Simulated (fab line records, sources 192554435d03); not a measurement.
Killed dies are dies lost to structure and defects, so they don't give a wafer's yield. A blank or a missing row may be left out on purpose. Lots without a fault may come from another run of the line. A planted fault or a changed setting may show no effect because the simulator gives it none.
Split-lot experiment | flow n5_finfet | 7 lots, 21 wafers read, on a route of 1938 steps

THE SPLIT
At N5_BEOL_M0_SAQP_PECVD_96 (deposits a-Si from SiH4/He, target thk 45 nm, time 45.2 s), the setting time_s was moved away from the recipe's 45.2 s on 6 of the 21 wafers read, by -11.3% to +9.2%. The other wafers ran this setting at the recipe's value.

FROM THE SPLIT TO THE READING: what the file shows between them, 1 step
- N5_BEOL_M0_SAQP_SPACER2_ALD_26: deposits SiO2, target thk 15 nm, pulse time 1 s, purge time 2 s (also split here: target_thk_a)

THE READING
a-Si_of_BEOL_M0_SAQP_PECVD_96.thk_nm (the simulator's own value, which no gauge read), in nm, at N5_BEOL_M0_SAQP_SPACER2_ETCHBACK_27 (etches SiO2 in CHF3/O2, target depth 22.5 nm, time 11.25 s). The file gives no usual value for it. The 15 wafers here that ran the recipe average 43.4 nm, standard deviation 0.75 nm.

wafer  | tool, chamber at the split | time_s as run, s | against the recipe | a-Si_of_BEOL_M0_SAQP_PECVD_96.thk_nm, nm | against lot-mates on the recipe
L075.1 | pecvd-01, 0                | 45.2             | recipe             | 43.6                                     | -
L075.3 | pecvd-01, 2                | 45.2             | recipe             | 42.8                                     | -
L075.6 | pecvd-01, 1                | 45.2             | recipe             | 44.2                                     | -
L076.2 | pecvd-02, 0                | 40.09            | -11.3%             | 37.6                                     | -6.0
L076.4 | pecvd-02, 2                | 45.2             | recipe             | 43.6                                     | -
L076.6 | pecvd-02, 0                | 40.09            | -11.3%             | 38.2                                     | -5.4
L084.2 | pecvd-01, 1                | 40.74            | -9.9%              | 39.6                                     | -4.8
L084.5 | pecvd-01, 1                | 45.2             | recipe             | 44.8                                     | -
L084.6 | pecvd-01, 0                | 45.2             | recipe             | 44                                       | -
L085.2 | pecvd-02, 2                | 41.29            | -8.7%              | 39.6                                     | -3.2
L085.4 | pecvd-02, 0                | 41.29            | -8.7%              | 39.2                                     | -3.6
L085.6 | pecvd-02, 1                | 45.2             | recipe             | 42.8                                     | -
L089.3 | pecvd-02, 1                | 45.2             | recipe             | 42.4                                     | -
L089.5 | pecvd-02, 0,1              | 45.2             | recipe             | 43.2                                     | -
L089.6 | pecvd-02, 0,1              | 45.2             | recipe             | 43                                       | -
L091.2 | pecvd-01, 0                | 45.2             | recipe             | 43.2                                     | -
L091.4 | pecvd-01, 1                | 45.2             | recipe             | 43.8                                     | -
L091.6 | pecvd-01, 0                | 45.2             | recipe             | 44.2                                     | -
L097.1 | pecvd-04, 2                | 45.2             | recipe             | 41.8                                     | -
L097.3 | pecvd-04, 0                | 49.37            | +9.2%              | 45                                       | +2.6
L097.5 | pecvd-04, 2                | 45.2             | recipe             | 43                                       | -
Where a row lists several chambers, the file gives one row for several wafers and doesn't say which wafer went through which chamber.

THE FIT
A straight line over all 21 wafers: a-Si_of_BEOL_M0_SAQP_PECVD_96.thk_nm changes by +0.4 nm for each +1% of time_s; r = +0.92; the points scatter about the line by 0.86 nm.
The same after taking each lot's own level away (the mean of its wafers on the recipe; 21 wafers): +0.431 nm for each +1%; r = +0.97; scatter 0.59 nm.
On that fit, the largest move of time_s shifts the reading by 4.9 nm.
The lots' own levels span 42.40 to 44.40 nm, that is 2.7 times the standard deviation above.
So the lot-to-lot level changes the slope little: the two slopes agree.
Check: with one of the wafers moved furthest among these (-11.3%) left out of the fit, the line predicts -4.73 nm for it against its lot-mates. It came out at -6 nm against them.

OTHER SPLITS ON THESE WAFERS
These wafers also went through other splits before the reading. Each is held against what the fit with the lots' levels taken away leaves over:
other split on the same wafers              | wafers away from the commonest value | r with a-Si_of_BEOL_M0_SAQP_PECVD_96.thk_nm (lot level and that fit taken away)
N5_MOL_CONTACT_COAG_EXPOSE_81 dose_mj       | 9                                    | -0.29
N5_BEOL_M0_SAQP_SPACER2_ALD_26 target_thk_a | 11                                   | -0.17

THE WHOLE CHAIN: every reading that the file lists as answering this split, in the file's order
step                                | what it does                                                    | reading                                                                               | change (the file's fit)               | r (the file's)
N5_BEOL_M0_SAQP_PECVD_96            | deposits a-Si from SiH4/He, target thk 45 nm, time 45.2 s       | a-Si_of_BEOL_M0_SAQP_PECVD_96.thk_nm (the simulator's own value, which no gauge read) | +0.44 nm for each +1% of the setting  | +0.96
N5_BEOL_M0_SAQP_SPACER2_ALD_26      | deposits SiO2, target thk 15 nm, pulse time 1 s, purge time 2 s | a-Si_of_BEOL_M0_SAQP_PECVD_96.thk_nm (the simulator's own value, which no gauge read) | +0.45 nm for each +1% of the setting  | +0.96
N5_BEOL_M0_SAQP_SPACER2_ETCHBACK_27 | etches SiO2 in CHF3/O2, target depth 22.5 nm, time 11.25 s      | a-Si_of_BEOL_M0_SAQP_PECVD_96.thk_nm (the simulator's own value, which no gauge read) | +0.429 nm for each +1% of the setting | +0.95

THE FILE'S OWN FIT
a-Si_of_BEOL_M0_SAQP_PECVD_96.thk_nm changes by +0.429 nm for each +1% of time_s, r = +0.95.
